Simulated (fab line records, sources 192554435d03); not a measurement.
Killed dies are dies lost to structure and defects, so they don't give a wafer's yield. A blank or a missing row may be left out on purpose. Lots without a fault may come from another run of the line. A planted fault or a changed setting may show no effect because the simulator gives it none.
Chamber matching | flow n5_finfet | N5_PASSIVATION_PECVD_00 on pecvd-01: 3 sister chambers
The step deposits SiO2 from SiH4/N2O, target thk 200 nm, time 11.2 s. 6 wafers are shown with their chamber, then 9 later ones without.

WAFERS WITH THEIR CHAMBER
wafer  | chamber | throttle_valve_pct (%) | showerhead_plenum_p_Torr (Torr)
L077.4 | 2       | 50.7                   | 8.13
L082.2 | 2       | 50.6                   | 8.13
L082.3 | 0       | 49.2                   | 8.21
L081.6 | 0       | 49.0                   | 8.23
L091.4 | 1       | 50.9                   | 8.26
L091.6 | 1       | 50.9                   | 8.26

WAFERS WITHOUT THEIR CHAMBER
wafer  | throttle_valve_pct (%) | showerhead_plenum_p_Torr (Torr)
L092.2 | 51.0                   | 8.24
L092.4 | 51.1                   | 8.25
L092.6 | 51.1                   | 8.24
L093.2 | 51.3                   | 8.12
L093.3 | 51.0                   | 8.26
L093.5 | 51.1                   | 8.24
L096.2 | 51.4                   | 8.12
L096.4 | 49.0                   | 8.24
L096.6 | 51.1                   | 8.25

WHICH CHAMBER EACH WENT THROUGH
wafer  | from the rows above | in truth
L092.2 | 1                   | 1
L092.4 | 1                   | 1
L092.6 | 1                   | 1
L093.2 | 2                   | 2
L093.3 | 1                   | 1
L093.5 | 1                   | 1
L096.2 | 2                   | 2
L096.4 | 0                   | 0
L096.6 | 1                   | 1
Placed correctly: 9 of 9. Can't be placed from these rows: 0. Placed wrongly: 0.
How it was worked out, from the rows above alone: a wafer's distance from a chamber is the root of the sum, over the readings, of the square of ((its reading less the chamber's mean) divided by the reading's scatter). The wafer belongs to the nearest chamber; if the next one is less than 2 further off, it can't be placed. A chamber's mean is the mean of its shown wafers. The scatter: the root of (the sum of the squares of (reading less its chamber's mean) over the shown wafers, divided by (wafers less chambers)).
